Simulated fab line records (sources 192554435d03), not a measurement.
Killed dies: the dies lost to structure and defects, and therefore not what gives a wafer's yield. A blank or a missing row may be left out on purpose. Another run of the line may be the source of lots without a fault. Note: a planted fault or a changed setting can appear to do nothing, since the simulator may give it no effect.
fab line records	flow n5-finfet
record: lots: 6	wafers: 18	last-day: 17
route steps=1938 shown HKMG_FIN@449 BEOL_M4@1111 PASSIVATION@1936
lots that met no fault: from a run of the same line without faults
start-h: start of the lot's first displayed wafer, in hours after the record's first day	wait-h: hours from the lot's prior step to this one	" same as the row above	L1.1+2: a row that stands for several wafers	- no value, or no start was given	* or withheld: withheld	< > ~ a bound
route shown NAME@n: names a module that has steps shown in the file, with the first one's number in the route	usual: the fault-free wafers' mean and standard deviation	same: alike in all rows	chamber/n: place in a boat	sites: readings site by site	_std_site: standard deviation across them	_edge_site: the outer-site mean with the inner-site mean subtracted	radius-mm: for every site, how far away it sits from the centre of the wafer	mask NAME#n: copy n	behind: the tool/chamber that last shaped the wafer	hold: cause of the lot's hold/its duration in hours/its outcome	device: the transistor (n, p or np) that didn't switch	end of line: the route-end tests of the same wafers	for a step that has no rows: nothing shown but its recipe	killed: dies that structure and defects cost at the first sort, which is not the same as the wafer's yield	map: the dies of a wafer, with x for killed, . for not killed, _ for no die there
set.NAME: the setting as run; set.NAME@STEP: as run at that earlier step	model.NAME: the simulator's own value behind a step, which no gauge read
certain route steps with their lots: each step a table, each wafer a row
services: when a tool's chamber went out of use (start-h, in hours from the record's first day, below 0 if earlier), for how many hours, and the reason
== steps ==
step: N5_HKMG_FIN_ALD_71
recipe: material: TiN	target-thk-a: 10	temp-c: 400	ald-precursor-family: TiCl4	ald-co-reactant: NH3	pulse-time-s: 1	purge-time-s: 3	co-reactant-purge-time-s: 2	co-reactant-pulse-time-s: 2	ald-cycles: 47	pressure-torr: 3
usual: heater-power-w: 944/85	precursor-pulse-height-rel: 1.002/0.019
lot.wafer	tool	chamber	start-h	wait-h	heater-power-w	precursor-pulse-height-rel
L340.1	ald-metal-02	3	125.83	0.0	869	1.002
L340.2	"	2	"	"	943	1.007
L340.6	"	2	"	"	971	1.016
L345.2	ald-metal-03	1	145.94	0.0	1071	1.000
L345.3	"	3	"	"	962	1.000
L345.6	"	0	"	"	906	1.011
L347.2	ald-metal-01	0	155.31	0.0	1140	0.994
L347.3	"	2	"	"	1012	1.020
L347.4	"	1	"	"	835	1.048
L355.1	ald-metal-02	3	203.33	0.0	877	0.982
L355.3	"	0	"	"	866	0.962
L355.4	"	1	"	"	859	1.004
L356.1	ald-metal-03	2	212.91	0.0	931	1.011
L356.3	"	3	"	"	949	0.981
L356.6	"	1	"	"	1089	1.004
L357.1	ald-metal-02	1	219.70	0.0	866	0.983
L357.2	"	3	"	"	871	0.985
L357.6	"	2	"	"	979	1.006
step: N5_HKMG_FIN_COAT_66
recipe: resist: SOC	temp-c: 250	time-s: 60	spin-rpm: 1500	resist-thk-nm: 300
step: N5_HKMG_FIN_ETCH_67
recipe: chemistry: N2/H2	target: SOC	target-depth-a: 3889	stop-on: TiN	ion-energy-ev: 100	bias-w: 61	pressure-mtorr: 30	source-w: 850	n2-flow-sccm: 200	h2-flow-sccm: 200
step: N5_HKMG_FIN_STRIP_90
recipe: chemistry: N2/H2	material: SOC	time-s: 20	power-w: 500	temp-c: 40	pressure-mtorr: 50	rf-frequency-hz: 6e+07	bias-power-w: 8	h2-frac: 0.5	n2-flow-sccm: 300	h2-flow-sccm: 300
step: N5_HKMG_FIN_WET_ETCH_73
recipe: chemistry: SC1	mix: 1:2:40	temp-c: 50	time-s: 42.3	target-depth-nm: 1.3	dry: ipa-marangoni	rinse-time-s: 30	rinse-temp-c: 23
step: N5_HKMG_FIN_ETCHBACK_68
recipe: chemistry: Cl2/Ar	stop-on: HfO2	target-depth-a: 5	pressure-mtorr: 10	icp-w: 600	bias-w: 60	Cl2_flow_sccm: 40	Ar_flow_sccm: 60
step: N5_HKMG_FIN_STRIP_69
recipe: chemistry: N2/H2	power-w: 2500	temp-c: 300	h2-frac: 0.65	time-s: 360	pressure-mtorr: withheld	n2-flow-sccm: 1750	h2-flow-sccm: 3250
usual: drypump-motor-current-A: 5.9/0.44	heater-power-w: 463/12	n2-flow-sccm: 1750/5
lot.wafer	tool	chamber	start-h	wait-h	drypump-motor-current-A	heater-power-w	n2-flow-sccm	rf-hours-counter-h
L340.1	plasma-asher-01	0	126.64	0.1	5.4	457	1756	42
L340.2	"	1	"	"	5.3	480	1747	42
L340.6	"	1	"	"	5.3	485	1741	-
L345.2	plasma-asher-02	1	146.68	0.1	5.7	451	1753	109
L345.3	"	1	"	"	5.7	451	1755	-
L345.6	"	1	"	"	5.7	455	1743	-
L347.2	plasma-asher-02	1	156.01	0.1	5.7	460	1755	111
L347.3	"	1	"	"	5.7	461	1757	-
L347.4	"	0	"	"	6.4	461	1744	-
L355.1	plasma-asher-02	1	204.03	0.1	5.7	454	1750	121
L355.3	"	1	"	"	5.7	447	1750	-
L355.4	"	0	"	"	6.4	469	1756	-
L356.1	plasma-asher-02	0	213.61	0.1	6.4	461	1751	123
L356.3	"	0	"	"	6.4	465	1743	-
L356.6	"	0	"	"	6.4	459	1751	-
L357.1	plasma-asher-02	1	220.52	0.1	5.7	468	1742	125
L357.2	"	0	"	"	6.4	464	1744	125
L357.6	"	1	"	"	5.7	452	1750	-
step: N5_HKMG_FIN_ALD_21
recipe: material: TiN	target-thk-a: 15	temp-c: 400	ald-precursor-family: TiCl4	ald-co-reactant: NH3	pulse-time-s: 1	purge-time-s: 3	co-reactant-purge-time-s: 2	co-reactant-pulse-time-s: 2	ald-cycles: 68	pressure-torr: 3
usual: heater-power-w: 951/76	precursor-pulse-height-rel: 0.999/0.019
lot.wafer	tool	chamber	start-h	wait-h	heater-power-w	precursor-pulse-height-rel
L340.1	ald-metal-01	1	127.02	0.3	803	0.992
L340.2	"	2	"	"	1007	1.017
L340.6	"	0	"	"	1090	1.030
L345.2	ald-metal-01	1	147.06	0.3	818	1.021
L345.3	"	3	"	"	981	0.988
L345.6	"	3	"	"	945	1.018
L347.2	ald-metal-03	0	156.39	0.3	919	0.996
L347.3	"	1	"	"	1057	0.987
L347.4	"	3	"	"	971	0.999
L355.1	ald-metal-02	0	204.42	0.3	894	0.978
L355.3	"	2	"	"	963	1.018
L355.4	"	3	"	"	861	1.022
L356.1	ald-metal-02	3	214.09	0.4	862	1.010
L356.3	"	1	"	"	857	0.985
L356.6	"	1	"	"	896	0.975
L357.1	ald-metal-01	3	220.90	0.3	962	0.989
L357.2	"	1	"	"	852	0.987
L357.6	"	0	"	"	1096	0.992
step: N5_HKMG_FIN_ALD_72
recipe: material: W	target-thk-a: 20	temp-c: 300	pressure-torr: 7.5	ald-precursor-family: WF6	ald-co-reactant: B2H6	pulse-time-s: 1	purge-time-s: 2	co-reactant-purge-time-s: 2	co-reactant-pulse-time-s: 3	ald-cycles: 7
usual: heater-power-w: 498/28	precursor-pulse-height-rel: 0.999/0.018
lot.wafer	tool	chamber	start-h	wait-h	heater-power-w	precursor-pulse-height-rel
L340.1	cvd-w-01	0	127.39	0.2	491	1.018
L340.2	"	1	"	"	513	0.966
L340.6	"	0	"	"	489	0.984
L345.2	cvd-w-02	1	147.42	0.2	537	0.969
L345.3	"	0	"	"	460	0.978
L345.6	"	0	"	"	457	1.025
L347.2	cvd-w-02	0	156.76	0.2	458	1.001
L347.3	"	0	"	"	465	0.978
L347.4	"	1	"	"	537	1.017
L355.1	cvd-w-02	0	204.78	0.2	452	0.986
L355.3	"	1	"	"	538	1.023
L355.4	"	0	"	"	461	1.019
L356.1	cvd-w-01	0	214.45	0.2	484	0.978
L356.3	"	1	"	"	521	0.988
L356.6	"	0	"	"	490	0.986
L357.1	cvd-w-02	0	221.26	0.2	464	1.007
L357.2	"	1	"	"	536	0.989
L357.6	"	0	"	"	461	1.009
step: N5_HKMG_FIN_W_FILL_22
recipe: material: W	target-thk-a: 600	temp-c: 400	pressure-torr: 39.4	time-s: 18.2
usual: heater-power-w: 891/46	throttle-valve-pct: 19.8/1.2
lot.wafer	tool	chamber	start-h	wait-h	heater-power-w	throttle-valve-pct
L340.1	cvd-w-01	0	127.45	0.0	866	19.2
L340.2	"	1	"	"	899	18.2
L340.6	"	0	"	"	857	19.0
L345.2	cvd-w-02	1	147.48	0.0	953	20.5
L345.3	"	0	"	"	830	21.1
L345.6	"	0	"	"	811	21.3
L347.2	cvd-w-02	0	156.82	0.0	817	21.0
L347.3	"	0	"	"	831	21.5
L347.4	"	1	"	"	946	20.5
L355.1	cvd-w-02	0	204.84	0.0	812	21.6
L355.3	"	1	"	"	930	20.8
L355.4	"	0	"	"	843	21.5
L356.1	cvd-w-01	0	214.52	0.0	879	19.5
L356.3	"	1	"	"	946	18.7
L356.6	"	0	"	"	864	19.5
L357.1	cvd-w-02	0	221.33	0.0	832	21.5
L357.2	"	1	"	"	938	20.8
L357.6	"	0	"	"	815	21.5
step: N5_HKMG_FIN_PRECLEAN_83
recipe: chemistry: DIW	time-s: 57.5	temp-c: 23
step: N5_HKMG_FIN_SRD_84
recipe: dry-time-s: 32	dry: n2-spin	spin-rpm: 1500
step: N5_HKMG_FIN_CMP_23
recipe: stop-on: SiNx	t-overpolish-s: 10	post-cmp-clean: rinse-only	down-force-psi: 4	platen-rpm: 50.289	pad-velocity-m-s: 1.0006	target-thk-nm: 46.326
usual: motor-current-A: 12.3/0.76	overpolish-run-s: 10.001/0.01	retaining-ring-pressure-frac: 1.000/0.0047	time-to-endpoint-s: 12.5/2
lot.wafer	tool	chamber	start-h	wait-h	motor-current-A	overpolish-run-s	retaining-ring-pressure-frac	time-to-endpoint-s
L340.2	cmp-03	0	127.56	0.0	12.8	10.013	0.999	11.9
L340.1	"	2	"	"	12.6	9.994	1.001	11.8
L340.6	"	1	"	"	12.6	9.993	1.002	11.1
L345.2	cmp-02	1	147.59	0.0	12.5	10.017	1.000	14.7
L345.3	"	0	"	"	12.4	10.002	1.003	13.6
L345.6	"	1	"	"	13.0	9.996	1.003	15.2
L347.4	cmp-04	3	156.93	0.0	12.0	9.982	1.007	14.9
L347.2	"	0	"	"	11.4	9.990	0.998	12.2
L347.3	"	2	"	"	11.0	9.992	1.008	11.2
L355.4	cmp-03	1	204.95	0.0	12.9	7.458	1.002	21.4
L355.3	"	3	"	"	12.8	3.726	0.997	24.7
L355.1	"	0	"	"	12.4	6.251	1.007	22.6
L356.1	cmp-03	1	214.86	0.3	12.8	4.446	0.994	24.5
L356.3	"	2	"	"	12.4	6.246	1.005	22.7
L356.6	"	0	"	"	12.6	5.532	0.997	23.3
L357.1	cmp-04	3	221.58	0.2	11.6	9.996	1.002	14.0
L357.2	"	2	"	"	11.9	10.008	0.999	11.7
L357.6	"	3	"	"	12.3	9.997	0.998	13.3
step: N5_HKMG_FIN_CMP_94
recipe: stop-on: SiNx	post-cmp-clean: w-dilute-nh4oh	t-overpolish-s: 4.7	down-force-psi: 4	platen-rpm: 50.289	pad-velocity-m-s: 1.0006	target-thk-nm: 43.299
step: N5_BEOL_M4_RC_MEAS_101
usual: DIBL_N: 37.3/2.3	DIBL_P: 37.4/2.9	IOFF_N: 0.18/0.045	IOFF_P: 0.25/0.054	ION_N: 679/15	ION_P: 468/9.7	SS_N: 71.8/0.62	SS_P: 73.6/0.76	VT_N: 248/4.1	VT_P: -248/3.6
lot.wafer	tool	chamber	start-h	wait-h	DIBL_N[mV/V]	DIBL_P[mV/V]	IOFF_N[nA/um]	IOFF_P[nA/um]	ION_N[uA/um]	ION_P[uA/um]	SS_N[mV/dec]	SS_P[mV/dec]	VT_N[mV]	VT_P[mV]
L340.1	prober-02	0	214.00	0.0	33.6	31.4	0.11	0.18	670	463	71.0	73.0	254	-251
L340.2	"	0	"	"	37.1	36.3	0.17	0.24	686	477	72.0	74.8	249	-249
L340.6	"	0	"	"	34.3	32.7	0.12	0.19	652	451	70.4	73.4	254	-253
L345.2	prober-02	0	236.62	0.2	37.3	38.8	0.20	0.23	690	473	72.1	74.6	243	-251
L345.3	"	0	"	"	39.6	40.5	0.21	0.26	678	456	72.7	75.0	249	-251
L345.6	"	0	"	"	38.1	38.6	0.18	0.22	669	454	72.2	74.0	250	-252
L347.2	prober-02	0	260.65	0.2	36.0	35.6	0.14	0.22	664	464	71.8	73.6	254	-249
L347.3	"	0	"	"	34.1	32.9	0.12	0.17	647	453	71.5	73.9	254	-251
L347.4	"	0	"	"	39.3	39.4	0.22	0.28	679	471	72.1	75.0	247	-247
L355.1	prober-02	0	295.73	0.0	36.8	36.7	0.16	0.20	677	458	71.4	73.5	249	-253
L355.3	"	0	"	"	34.5	34.0	0.11	0.16	647	445	71.7	73.0	257	-256
L355.4	"	0	"	"	37.9	37.0	0.18	0.20	688	465	72.3	72.4	247	-251
L356.1	prober-01	0	300.52	0.0	35.7	35.9	0.15	0.20	665	462	71.9	72.8	253	-251
L356.3	"	0	"	"	38.5	39.3	0.19	0.26	687	470	72.2	74.0	247	-245
L356.6	"	0	"	"	37.6	38.3	0.18	0.24	690	468	72.0	74.0	247	-249
L357.1	prober-02	0	301.45	0.0	37.2	36.9	0.20	0.31	704	488	71.1	73.8	247	-243
L357.2	"	0	"	"	34.1	32.9	0.12	0.21	657	469	71.4	73.2	256	-249
L357.6	"	0	"	"	37.6	36.2	0.18	0.26	673	471	72.6	73.4	249	-246
step: N5_PASSIVATION_PROBE_49
usual: defect-limited-yield: 91.3/1.5	killed_at_M0_to_M3: 35/8.7	killed_at_M4_up: 14/5.5	killed-at-contacts: 11/5.6	killed-at-front-end: 39/13	killed-at-other: 3.7/2.2	killed-dies: 103/18	killed-open: 69/14	killed-short: 33/7.8	sort_bin_5_function: 5.1/0.99	sort_bin_6_memory: 3.3/0.67	sort_bin_8_speed: 0.02/0.17	sort-n-pass: 1077/18	sort-yield-pct: 91.2/1.5
same: gross-dies: 1180	killed-at-back-side: 0	sort_bin_4_leakage[%]: 0
lot.wafer	tool	chamber	start-h	wait-h	defect-limited-yield[%]	killed_at_M0_to_M3	killed_at_M4_up	killed-at-contacts	killed-at-front-end	killed-at-other	killed-dies	killed-open	killed-short	sort_bin_5_function[%]	sort_bin_6_memory[%]	sort_bin_8_speed[%]	sort-n-pass	sort-yield-pct[%]
L340.1	prober-02	-	313.85	0.0	89.3	55	8	5	51	7	126	85	41	6.4	3.6	0	1054	89.3
L340.2	prober-02	-	313.90	0.1	93.6	32	15	4	14	10	75	43	31	3.7	2.5	0	1105	93.6
L340.6	prober-02	-	314.10	0.3	91.5	36	8	10	43	3	100	60	40	5.4	2.7	0	1080	91.5
L345.2	prober-02	-	350.47	0.1	91.4	54	9	13	23	2	101	73	28	5.1	3.0	0	1079	91.4
L345.3	prober-02	-	350.52	0.1	90.4	49	22	14	26	2	113	80	32	5.8	3.6	0	1067	90.4
L347.2	prober-02	-	359.63	0.1	90.8	30	19	18	37	5	109	65	44	6.1	2.9	0	1071	90.8
L347.3	prober-02	-	359.68	0.1	91.0	36	12	16	41	1	106	65	41	4.7	4.0	0	1074	91.0
L347.4	prober-02	-	359.73	0.2	89.5	48	28	14	30	4	124	84	40	6.1	4.3	0	1056	89.5
killed by level:class
L340.1 FIN_SAQP:geometric-particle:short=14 BEOL_M0_SAQP:geometric-particle:open=14 BEOL_M1:geometric-particle:open=13 FIN_SAQP:geometric-particle:open=9 BEOL_M0_SAQP:geometric-particle:short=9 BEOL_M2:geometric-particle:open=8 DUMMY_GATE:geometric-particle:open=7 STI_FIN_REVEAL:geometric-particle:open=6
L340.2 BEOL_M2:geometric-particle:open=9 BEOL_M3:geometric-particle:short=6 BEOL_M4:geometric-particle:open=5 BEOL_M0_SAQP:geometric-particle:short=4 BEOL_M1:geometric-particle:open=4 BEOL_M1:geometric-particle:short=4 MIM_BOT:geometric-particle:short=4 FIN_SAQP:geometric-particle:short=3
L340.6 GATE_CUT:geometric-particle:short=10 FIN_SAQP:geometric-particle:open=9 MOL_CONTACT_COAG:geometric-particle:open=9 BEOL_M0_SAQP:geometric-particle:short=8 STI_FIN_REVEAL:geometric-particle:open=8 BEOL_M0_SAQP:geometric-particle:open=8 BEOL_M1:geometric-particle:open=8 FIN_SAQP:geometric-particle:short=7
L345.2 BEOL_M2:geometric-particle:open=15 MOL_CONTACT_COAG:geometric-particle:open=9 BEOL_M0_SAQP:geometric-particle:short=8 BEOL_M1:geometric-particle:open=8 BEOL_M0_SAQP:geometric-particle:open=7 BEOL_M3:geometric-particle:open=7 FIN_SAQP:geometric-particle:open=5 GATE_CUT:geometric-particle:short=5
L345.3 BEOL_M4:geometric-particle:open=11 MOL_CONTACT_COAG:geometric-particle:open=10 FIN_SAQP:geometric-particle:open=9 BEOL_M0:geometric-particle:open=9 BEOL_M0_SAQP:geometric-particle:open=8 BEOL_M0_SAQP:geometric-particle:short=6 BEOL_M2:geometric-particle:open=6 BEOL_M1:geometric-particle:open=6
L347.2 MOL_CONTACT_COAG:geometric-particle:open=13 BEOL_M0_SAQP:geometric-particle:short=11 BEOL_M4:geometric-particle:open=10 FIN_SAQP:geometric-particle:short=9 FIN_SAQP:geometric-particle:open=7 BEOL_M0_SAQP:geometric-particle:open=7 DUMMY_GATE:geometric-particle:open=5 MOL_CONTACT_COAG:geometric-particle:short=5
L347.3 FIN_SAQP:geometric-particle:short=12 MOL_CONTACT_COAG:geometric-particle:open=12 FIN_SAQP:geometric-particle:open=11 BEOL_M0_SAQP:geometric-particle:short=11 BEOL_M0_SAQP:geometric-particle:open=9 BEOL_M3:geometric-particle:open=7 BEOL_M4:geometric-particle:open=6 MOL_CONTACT_COAG:geometric-particle:short=4
L347.4 BEOL_M4:geometric-particle:open=18 MOL_CONTACT_COAG:geometric-particle:open=14 BEOL_M3:geometric-particle:open=9 BEOL_M0_SAQP:geometric-particle:open=8 BEOL_M0_SAQP:geometric-particle:short=8 FIN_SAQP:geometric-particle:short=7 FIN_SAQP:geometric-particle:open=7 BEOL_M1:geometric-particle:open=7
== services ==
tool	chamber	start-h	hours	kind
cvd-w-01	-	103.06	0.8	repair
cmp-02	-	127.19	4.0	pm
cmp-04	-	129.22	6.5	pm
cmp-02	-	131.19	-	consumable-replace:conditioner
cmp-02	-	131.19	-	consumable-replace:pad
cvd-w-01	0	142.14	2.4	repair
plasma-asher-01	-	156.52	0.4	repair
ald-metal-02	-	178.07	6.0	pm
cmp-02	-	179.60	1.8	repair
cmp-04	-	184.25	1.1	repair
cvd-w-02	-	193.81	1.1	repair
cmp-04	-	198.19	22.5	repair
cmp-03	-	221.66	4.0	pm
== key ==
first-sign: step: N5_HKMG_FIN_CMP_23	reading: overpolish-run-s	direction: down	sigmas: 99+	usual: 10.001	struck: 5.610
effect: step: N5_HKMG_FIN_CMP_23	reading: time-to-endpoint-s	direction: up	sigmas: 5.3	usual: *	struck: *
met-at N5_HKMG_FIN_CMP_23
struck-wafers L355.1,L355.3,L355.4,L356.1,L356.3,L356.6
onset-between 127.56 204.95
fault: kind: process-parameter-drift	tool: cmp-03	chamber: -	onset-h: 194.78	steps: N5_HKMG_FIN_CMP_23	channel: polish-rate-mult	offset: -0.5	shape: step	end-h: 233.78
